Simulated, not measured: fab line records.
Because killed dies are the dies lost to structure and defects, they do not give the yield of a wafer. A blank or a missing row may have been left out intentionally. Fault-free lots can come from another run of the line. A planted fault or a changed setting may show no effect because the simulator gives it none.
Matching of chambers | flow nand_harc | NHARC_P_GATE_DESCUM_61 on rie_diel-01 has 4 sister chambers
The step chemistry O2, time 3 s. 8 wafers are shown with their chamber, then 7 later ones without.

## WAFERS PAIRED WITH THEIR CHAMBERS
wafer  | chamber | drypump_motor_current_A (A) | oes_product_au (a.u.)
L082.2 | 3       | 4.8                         | 0.993
L082.4 | 2       | 5.9                         | 1.008
L082.5 | 3       | 4.8                         | 1.007
L085.5 | 0       | 4.8                         | 0.992
L086.2 | 2       | 5.9                         | 0.996
L086.5 | 1       | 5.1                         | 0.985
L088.3 | 0       | 4.8                         | 1.005
L088.5 | 1       | 5.2                         | 0.994

## WAFERS MISSING THEIR CHAMBER
wafer  | drypump_motor_current_A (A) | oes_product_au (a.u.)
L088.6 | 5.9                         | 0.998
L091.1 | 5.9                         | 0.998
L091.2 | 4.8                         | 1.001
L091.3 | 4.8                         | 0.991
L093.4 | 5.1                         | 0.996
L093.5 | 5.1                         | 0.994
L093.6 | 5.9                         | 0.998

## WHICH CHAMBER EACH WENT THROUGH
wafer  | from the rows above     | in truth
L088.6 | 2                       | 2
L091.1 | 2                       | 2
L091.2 | can't be placed: 3 or 0 | 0
L091.3 | can't be placed: 0 or 3 | 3
L093.4 | 1                       | 1
L093.5 | 1                       | 1
L093.6 | 2                       | 2
Placed correctly: 5 of 7. From these rows, 2 cannot be placed; in 2 the true chamber is one of the candidates. Number placed wrongly: 0.
How it was worked out, from the rows above alone: a wafer's distance from a chamber is the root of the sum, over the readings, of the square of ((its reading less the chamber's mean) divided by the reading's scatter). If the next closest chamber is less than 2 further off than the closest, the wafer can't be placed; otherwise it belongs to the closest. The mean given for a chamber averages the wafers shown for that chamber. The scatter is the square root of a quotient: the sum, over the shown wafers, of each reading's squared deviation from its chamber's mean, divided by wafers minus chambers.
